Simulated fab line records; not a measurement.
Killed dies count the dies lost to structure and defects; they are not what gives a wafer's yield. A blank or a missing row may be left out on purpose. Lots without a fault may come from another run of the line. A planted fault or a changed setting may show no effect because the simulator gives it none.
fab line records -- flow n5Finfet
record: lots: 3, wafers: 9, lastDay: 19
route steps=1938 shown BEOL_M13@1684 BEOL_M14@1716 BEOL_M15@1830
lots untouched by any fault: they come from a run of this same line in which no faults occurred
startH: hours from the record's opening day to when the first of the lot's shown wafers began -- waitH: hours elapsed since this lot's preceding step -- " repeats the value in the row above -- L1.1+2: a row that stands for several wafers -- - value missing, or start not given -- * or withheld: withheld -- < > ~ a bound
route shown NAME@n: a module of which the file shows steps, and the number in the route of the first -- usual: mean/standard deviation of fault-free wafers -- same: alike in all rows -- chamber/n: place in a boat -- sites: each site's reading -- _std_site: how widely they spread, as a standard deviation -- _edge_site: the outer-site mean with the inner-site mean subtracted -- radiusMm: how far each site lies from the wafer's centre -- mask NAME#n: copy n -- behind: the last tool/chamber to shape the wafer -- hold: why the lot was held/for how many hours/how that ended -- device: transistor that didn't switch, given as n, p or np -- end of line: the same wafers' tests at the end of the route -- a step given without rows: its recipe and nothing more -- killed: dies that structure and defects cost at the first sort, which is not the same as the wafer's yield -- map: shows each die of a wafer: x if killed, . if not, _ if none is there
set.NAME: setting as actually run; set.NAME@STEP: the setting as run at that earlier step -- model.NAME: the simulator's own value behind a step, which no gauge read
certain route steps with their lots: each step a table, each wafer a row
services: the hour from which a tool's chamber was out of use, counted from the record's first day as startH (under 0 if before that day), plus the number of hours and why
== steps ==
step: N5_BEOL_M13_SOFTBAKE_23
recipe: tempC: 130, timeS: 60
step: N5_BEOL_M13_EXPOSE_25
recipe: maskId: M13, na: 0.93, sourceShape: conventional, sigmaOuter: 0.4, polarization: unpolarized, targetCdNm: 210, doseMj: 22
step: N5_BEOL_M13_PEB_26
recipe: pebTempC: 130, pebTimeS: 90
step: N5_BEOL_M13_DEVELOP_27
recipe: developTimeS: 45, rinseLiquid: diw, dry: airSpin, devTempC: 21
step: N5_BEOL_M13_HARDBAKE_32
recipe: tempC: 130, timeS: 120
step: N5_BEOL_M13_DESCUM_33
recipe: chemistry: O2, timeS: 7.9, sourcePowerW: 50, biasPowerW: 20, pressureMtorr: 20, rfFrequencyHz: 2.712e+07, tempC: 40, o2FlowSccm: 225
step: N5_BEOL_M13_ETCH_67
recipe: chemistry: CF4, target: SiARC, targetDepthA: 1430, timeS: 238.3, ionEnergyEv: 80, pressureMtorr: 40, sourceW: 545, biasW: 36, Ar_flow_sccm: 100, cf4FlowSccm: 100, ends: cleared
step: N5_BEOL_M13_ETCH_68
recipe: chemistry: N2/H2, target: SOC, maskMaterial: SiARC, sourceW: 3000, biasW: 350, tempC: 40, timeS: 355, ionEnergyEv: 200, pressureMtorr: 30, n2FlowSccm: 200, h2FlowSccm: 200
step: N5_BEOL_M13_STRIP_69
recipe: chemistry: N2/H2, tempC: 40, n2FlowSccm: 200, h2FlowSccm: 200, rfFrequencyHz: 6e+07
step: N5_BEOL_M13_TRENCH_ETCH_34
recipe: chemistry: C4F8/O2/Ar, target: SiOC, targetDepthA: 4134.7, maskMaterial: SOC, pressureMtorr: 30, sourceW: 3000, biasW: 700, Ar_flow_sccm: 400, C4F8_flow_sccm: 15, O2_flow_sccm: 8, heInnerTorr: 15, heOuterTorr: 30, timeS: 162.6, ionEnergyEv: 250
usual: drypumpMotorCurrentA: 5.5/0.38, oesProductAu: 0.82/0.11, rfVppV: 664/3.6, showerheadPlenumPTorr: 3.39/0.13, throttleValvePct: 24.14/0.24
lot.wafer,tool,chamber,startH,waitH,drypumpMotorCurrentA,oesProductAu,rfHoursCounterH,rfVppV,showerheadPlenumPTorr,throttleValvePct,model.etch.depthNm
L623.3,rieDiel-06,2,265.32,0.0,5.2,0.70,229,668,3.51,24.24,406.6
L623.4,rieDiel-06,0,265.32,0.0,4.9,0.84,46,664,3.34,23.96,409.1
L623.5,rieDiel-06,3,265.32,0.0,5.4,0.73,-,661,3.27,24.55,412.6
L627.2,rieDiel-06,0,340.18,0.0,4.9,0.81,74,661,3.32,24.00,407
L627.3,rieDiel-06,1,340.18,0.0,5.7,0.69,247,660,3.27,24.26,353.9
L627.5,rieDiel-06,3,340.18,0.0,5.4,0.70,-,661,3.25,24.59,411.5
L641.1,rieDiel-04,3,421.88,0.0,5.7,0.90,31,664,3.31,23.93,420.8
L641.3,rieDiel-04,0,421.88,0.0,5.8,0.82,93,663,3.33,24.06,409.6
L641.5,rieDiel-04,3,421.88,0.0,5.7,0.90,-,665,3.31,23.93,415.5
step: N5_BEOL_M13_STRIP_70
recipe: chemistry: C4F8/O2/Ar, resist: SiARC, rfFrequencyHz: 6e+07
step: N5_BEOL_M13_OCD_MEAS_35
usual: trenchDepthNm: 413/9.7
lot.wafer,tool,chamber,startH,waitH,trenchDepthNm
L623.3,ocd-01,-,265.50,0.0,407
L623.4,ocd-01,-,265.50,0.0,410
L623.5,ocd-01,-,265.50,0.0,413
L627.2,ocd-01,-,340.35,0.0,408
L627.3,ocd-01,-,340.35,0.0,354
L627.5,ocd-01,-,340.35,0.0,411
L641.1,ocd-02,-,422.06,0.0,421
L641.3,ocd-02,-,422.06,0.0,410
L641.5,ocd-02,-,422.06,0.0,415
step: N5_BEOL_M13_STRIP_37
recipe: chemistry: N2/H2, powerW: 1000, tempC: 250, h2Frac: 0.65, overashFraction: 0.3, pressureMtorr: withheld, n2FlowSccm: 1750, h2FlowSccm: 3250
step: N5_BEOL_M13_ETCH_38
recipe: chemistry: CF4/N2, target: SiCN, targetDepthA: 675, taperDeg: 2, timeS: 71.9, ionEnergyEv: 150, maskMaterial: SiO2, pressureMtorr: 40, sourceW: 430, biasW: 70, Ar_flow_sccm: 100, cf4FlowSccm: 60, n2FlowSccm: 60
step: N5_BEOL_M13_PRECLEAN_39
recipe: chemistry: residueRemover, timeS: 60, tempC: 40
step: N5_BEOL_M13_SRD_40
recipe: timeS: 30, tempC: 23, rinseLiquid: diw, dry: n2Spin, spinRpm: 1500, dryTimeS: 30
step: N5_BEOL_M13_DEGAS_41
recipe: ambient: vacuum, tempC: 250, timeS: 60
step: N5_BEOL_M13_PRE_CLEAN_42
recipe: gas: H2/He, timeS: 30, tempC: 250
step: N5_BEOL_M13_SPUTTER_43
recipe: material: TaN, targetThkA: 150, tempC: 50, biasV: 168.6, powerW: 15000, chamberPressurePa: 0.12, timeS: 24.19
step: N5_BEOL_M13_SPUTTER_44
recipe: material: Ta, targetThkA: 100, tempC: 50, biasV: 80, powerW: 15000, chamberPressurePa: 0.07, timeS: 16.13
step: N5_BEOL_M13_SPUTTER_45
recipe: material: Cu, targetThkA: 800, tempC: -20, biasV: 60, powerW: 26000, chamberPressurePa: 0.13, timeS: 13.33
step: N5_BEOL_M13_ECD_47
recipe: material: Cu, targetThkA: 9360
step: N5_BEOL_M13_ANNEAL_48
recipe: tempC: 225, timeS: 90, ambient: N2
step: N5_BEOL_M13_CMP_49
recipe: stopOn: SiOC, tOverpolishS: 17.1, downForcePsi: 1, platenRpm: 50, clearingPlatenDownForcePsi: 1.5, clearingPlatenRpm: 50, postCmpClean: cuAlkaline, targetThkNm: 420, clearingPlatenPadVelocityMS: 0.99484, padVelocityMS: 0.99484
usual: barrierFieldEndpointS: 30.3/0.85, clearingPlatenDownForcePsi: 1.5000/0.0026, motorCurrentA: 6.0/0.42, overpolishRunS: 17.100/0.0084
lot.wafer,tool,chamber,startH,waitH,barrierFieldEndpointS,clearingPlatenDownForcePsi,motorCurrentA,overpolishRunS,model.Cu_of_BEOL_M13_ECD_47.thkNm
L623.4,cmp-02,0,266.75,0.1,30.0,1.4996,6.0,17.096,415
L623.3,cmp-02,1,266.75,0.1,29.3,1.4995,6.0,17.106,413.8
L623.5,cmp-02,1,266.75,0.1,29.8,1.4971,5.3,17.097,418
L627.3,cmp-04,0,344.65,0.2,30.1,1.5007,5.5,17.098,360.8
L627.2,cmp-04,1,344.65,0.2,31.1,1.4993,6.0,17.112,416
L627.5,cmp-04,3,344.65,0.2,30.2,1.4999,6.6,17.114,418.4
L641.3,cmp-04,0,426.52,0.2,30.5,1.4994,5.5,17.091,413.8
L641.1,cmp-04,2,426.52,0.2,31.5,1.5015,5.7,17.120,427.8
L641.5,cmp-04,1,426.52,0.2,31.4,1.5032,6.0,17.093,422.8
step: N5_BEOL_M13_THK_MEAS_50
recipe: thkMeasGauge: xrf, reads: Cu_of_BEOL_M13_ECD_47
usual: M13_THK: 427/10
lot.wafer,tool,chamber,startH,waitH,M13_THK[nm]
L623.3,filmMetro-02,-,267.05,-,419
L623.4,filmMetro-02,-,267.05,-,421
L623.5,filmMetro-02,-,267.05,-,426
L627.2,filmMetro-02,-,344.87,-,429
L627.3,filmMetro-02,-,344.87,-,372
L627.5,filmMetro-02,-,344.87,-,432
L641.1,filmMetro-02,-,426.82,-,440
L641.3,filmMetro-02,-,426.82,-,425
L641.5,filmMetro-02,-,426.82,-,436
step: N5_BEOL_M13_PRE_CLEAN_52
recipe: gas: NH3, timeS: 15, tempC: withheld, rfPowerW: 300
step: N5_BEOL_M13_DEP_53
recipe: material: SiCN, targetThkA: 500, tempC: withheld, precursor: 3MS/NH3, pressureTorr: 3, rfW: 675, timeS: 17.8
step: N5_BEOL_M13_RS_MEAS_54
recipe: thkMeasGauge: four-point-probe, reads: Cu_of_BEOL_M13_ECD_47+Ta_of_BEOL_M13_SPUTTER_44+TaN_of_BEOL_M13_SPUTTER_43
usual: M13_RS: 0.0449/0.0011
lot.wafer,tool,chamber,startH,waitH,M13_RS[ohm/sq]
L623.3,filmMetro-02,-,267.18,0.1,0.0456
L623.4,filmMetro-02,-,267.18,0.1,0.0454
L623.5,filmMetro-02,-,267.18,0.1,0.0451
L627.2,filmMetro-02,-,345.03,0.1,0.0454
L627.3,filmMetro-02,-,345.03,0.1,0.0525
L627.5,filmMetro-02,-,345.03,0.1,0.0450
L641.1,filmMetro-02,-,426.94,0.0,0.0441
L641.3,filmMetro-02,-,426.94,0.0,0.0455
L641.5,filmMetro-02,-,426.94,0.0,0.0445
step: N5_BEOL_M14_ILD_DEP_00
recipe: material: SiO2, targetThkA: 11193, tempC: 400, precursor: TEOS/O2, pressureTorr: 6.5, rfW: 900, teosFlowSccm: 161.4, gas: O2, flowSccm: 2650, timeS: 237.4
step: N5_BEOL_M14_COAT_58
recipe: resist: BARC, tempC: 205, timeS: 60, spinRpm: 1500, resistThkNm: 89
step: N5_BEOL_M14_COAT_04
recipe: spinRpm: 1704, resistThkNm: 800
step: N5_BEOL_M14_EBR_06
recipe: solvent: PGMEA, ebrWidthMm: 1.5
step: N5_BEOL_M14_SOFTBAKE_05
recipe: tempC: 130, timeS: 60
step: N5_BEOL_M14_EXPOSE_07
recipe: maskId: V13, na: 0.8, sourceShape: annular, sigmaInner: 0.5, sigmaOuter: 0.8, polarization: unpolarized, attpsmPhaseDeg: 180, doseMj: 57
step: N5_BEOL_M14_PEB_08
recipe: pebTempC: 130, pebTimeS: 90
step: N5_BEOL_M14_DEVELOP_09
recipe: developTimeS: 45, rinseLiquid: diw, dry: airSpin, devTempC: 21
step: N5_BEOL_M14_HARDBAKE_14
recipe: tempC: 130, timeS: 120
step: N5_BEOL_M15_RC_MEAS_101
usual: COMB_M10: 1.49e-11/2.9e-12, COMB_M11: 1.49e-11/2.6e-12, COMB_M12: 7e-12/1.3e-12, COMB_M13: 5.4e-12/1e-12, COMB_M14: 4.1e-12/6.5e-13, COMB_M15: 3e-12/5.3e-13, COMB_M15_max_site: 4.1e-12/8.2e-13, COMB_M5: 3.7e-11/7.7e-12, COMB_M6: 2.6e-11/5e-12, COMB_M7: 2.6e-11/6.3e-12, COMB_M8: 2.5e-11/5.3e-12, COMB_M9: 1.5e-11/3.1e-12, SERP_M10: 3.07/0.09, SERP_M11: 3.05/0.12, SERP_M12: 0.641/0.017, SERP_M13: 0.310/0.0086, SERP_M13_max_site: 0.313/0.0087, SERP_M14: 0.160/0.0045, SERP_M5: 39.3/2, SERP_M6: 13.8/0.62, SERP_M7: 13.4/0.62, SERP_M8: 13.8/0.56, SERP_M9: 3.08/0.11
lot.wafer,tool,chamber,startH,waitH,COMB_M10[S/m],COMB_M11[S/m],COMB_M12[S/m],COMB_M13[S/m],COMB_M14[S/m],COMB_M15[S/m],COMB_M15_max_site[S/m],COMB_M5[S/m],COMB_M6[S/m],COMB_M7[S/m],COMB_M8[S/m],COMB_M9[S/m],SERP_M10[ohm/um],SERP_M11[ohm/um],SERP_M12[ohm/um],SERP_M13[ohm/um],SERP_M13_max_site[ohm/um],SERP_M14[ohm/um],SERP_M5[ohm/um],SERP_M6[ohm/um],SERP_M7[ohm/um],SERP_M8[ohm/um],SERP_M9[ohm/um]
L623.3,prober-01,0,278.45,0.3,2.57e-11,1.68e-11,5e-12,3.3e-12,4.4e-12,3.9e-12,5e-12,4e-11,3.1e-11,2.8e-11,2.7e-11,1.6e-11,3.12,3.24,0.626,0.308,0.309,0.160,38.4,14.2,13.6,14.2,3.22
L623.4,prober-01,0,278.45,0.3,1.92e-11,1.15e-11,6.7e-12,4.8e-12,3.8e-12,3.5e-12,4.5e-12,3.7e-11,2.8e-11,3.3e-11,3.1e-11,2.1e-11,3.06,3.05,0.644,0.306,0.307,0.161,38.7,12.8,13.0,14.4,2.96
L623.5,prober-01,0,278.45,0.3,1.81e-11,1.67e-11,6.5e-12,5e-12,3.4e-12,4.5e-12,5.4e-12,4.3e-11,3.1e-11,3.2e-11,2.7e-11,2.2e-11,3.19,3.07,0.636,0.311,0.313,0.155,37.6,13.6,13.5,14.4,3.23
L627.2,prober-01,0,358.86,0.2,1.3e-11,1.5e-11,8.2e-12,6.9e-12,4.4e-12,2.9e-12,4.2e-12,4.7e-11,2.5e-11,4.4e-11,3.4e-11,1.2e-11,3.11,3.18,0.660,0.314,0.318,0.157,38.7,13.1,13.1,13.6,2.92
L627.3,prober-01,0,358.86,0.2,1.37e-11,1.56e-11,5.9e-12,7.3e-12,3.3e-12,3e-12,3.9e-12,4e-11,3.4e-11,1.9e-11,2.8e-11,1.5e-11,3.05,3.08,0.655,0.369,0.373,0.156,37.7,13.6,14.2,14.2,3.16
L627.5,prober-01,0,358.86,0.2,1.82e-11,1.52e-11,7.4e-12,6.8e-12,4.5e-12,4e-12,4.8e-12,3.5e-11,2.6e-11,2e-11,3.7e-11,1.5e-11,3.19,3.15,0.638,0.313,0.315,0.156,37.9,13.1,14.6,14.0,2.96
L641.1,prober-01,0,440.83,0.0,1.3e-11,1.23e-11,7.4e-12,4.4e-12,3.5e-12,2.7e-12,3.5e-12,3.4e-11,3.4e-11,3.3e-11,1.9e-11,1.4e-11,2.96,3.16,0.644,0.308,0.310,0.161,38.8,14.4,12.9,13.6,2.95
L641.3,prober-01,0,440.83,0.0,1.26e-11,1.12e-11,6.4e-12,5.8e-12,3.4e-12,2.9e-12,3.8e-12,3.7e-11,2.7e-11,2.9e-11,2.7e-11,1.3e-11,2.95,3.11,0.673,0.312,0.315,0.151,40.8,13.3,14.6,12.9,3.31
L641.5,prober-01,0,440.83,0.0,1.62e-11,1.5e-11,6.9e-12,4.5e-12,3.3e-12,2.8e-12,3.5e-12,2.5e-11,2.6e-11,3.2e-11,3.4e-11,1.1e-11,3.06,3.25,0.657,0.310,0.314,0.157,36.5,12.4,12.8,13.7,3.07
sites SERP_M13 radiusMm=0,75,75,75,75,140,140,140,140
L623.3 0.307 0.309 0.308 0.309 0.307 0.308 0.307 0.307 0.308
L627.2 0.315 0.313 0.316 0.318 0.318 0.314 0.309 0.309 0.309
L641.1 0.308 0.308 0.310 0.308 0.310 0.308 0.308 0.309 0.309
== services ==
tool,chamber,startH,hours,kind
rieDiel-04,1,265.95,-,clean
rieDiel-04,1,265.95,-,consumableReplace:focusRing
rieDiel-04,1,265.95,-,consumableReplace:showerhead
rieDiel-04,1,265.95,20.5,scheduledDown
rieDiel-04,1,265.95,20.5,ventCycle
rieDiel-04,3,294.15,6.5,repair
rieDiel-04,3,300.66,-,clean
cmp-04,-,302.98,17.9,repair
cmp-02,-,308.14,9.1,pm
cmp-04,-,320.92,5.8,pm
rieDiel-06,2,324.33,-,clean
rieDiel-06,2,324.33,-,consumableReplace:focusRing
rieDiel-06,3,331.95,2.6,repair
rieDiel-04,-,336.59,4.8,repair
rieDiel-06,-,338.02,0.6,repair
rieDiel-06,1,345.30,-,clean
rieDiel-06,1,345.30,-,consumableReplace:focusRing
rieDiel-06,1,345.30,-,consumableReplace:showerhead
rieDiel-06,1,345.30,15.0,scheduledDown
rieDiel-06,1,345.30,15.0,ventCycle
rieDiel-06,0,347.58,3.7,repair
rieDiel-06,-,354.64,4.3,pm
cmp-02,-,361.68,5.7,pm
cmp-02,-,415.99,4.0,pm
== key ==
firstSign: step: N5_BEOL_M13_OCD_MEAS_35, reading: trenchDepthNm, direction: down, sigmas: 6.1, usual: 413, struck: 354
effect: step: N5_BEOL_M13_THK_MEAS_50, reading: M13_THK, direction: down, sigmas: 5.2, usual: 427, struck: 372
effect: step: N5_BEOL_M13_RS_MEAS_54, reading: M13_RS, direction: up, sigmas: 6.9, usual: 0.0449, struck: 0.0525
effect: step: N5_BEOL_M15_RC_MEAS_101, reading: SERP_M13, direction: up, sigmas: 6.9, usual: 0.310, struck: 0.369
modelEffect: step: N5_BEOL_M13_TRENCH_ETCH_34, value: etch.depthNm, without: 405.9, struck: 353.9
modelEffect: step: N5_BEOL_M13_CMP_49, value: Cu_of_BEOL_M13_ECD_47.thkNm, without: 412.8, struck: 360.8
metAt N5_BEOL_M13_TRENCH_ETCH_34
struckWafers L627.3
fault: kind: processParameterDrift, tool: rieDiel-06, chamber: 1, onsetH: 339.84, steps: N5_BEOL_M13_TRENCH_ETCH_34, channel: targetDepthA, offset: -529.35, shape: step, endH: 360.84, actsIn: theseRecipesOnly, stated: 4134.7
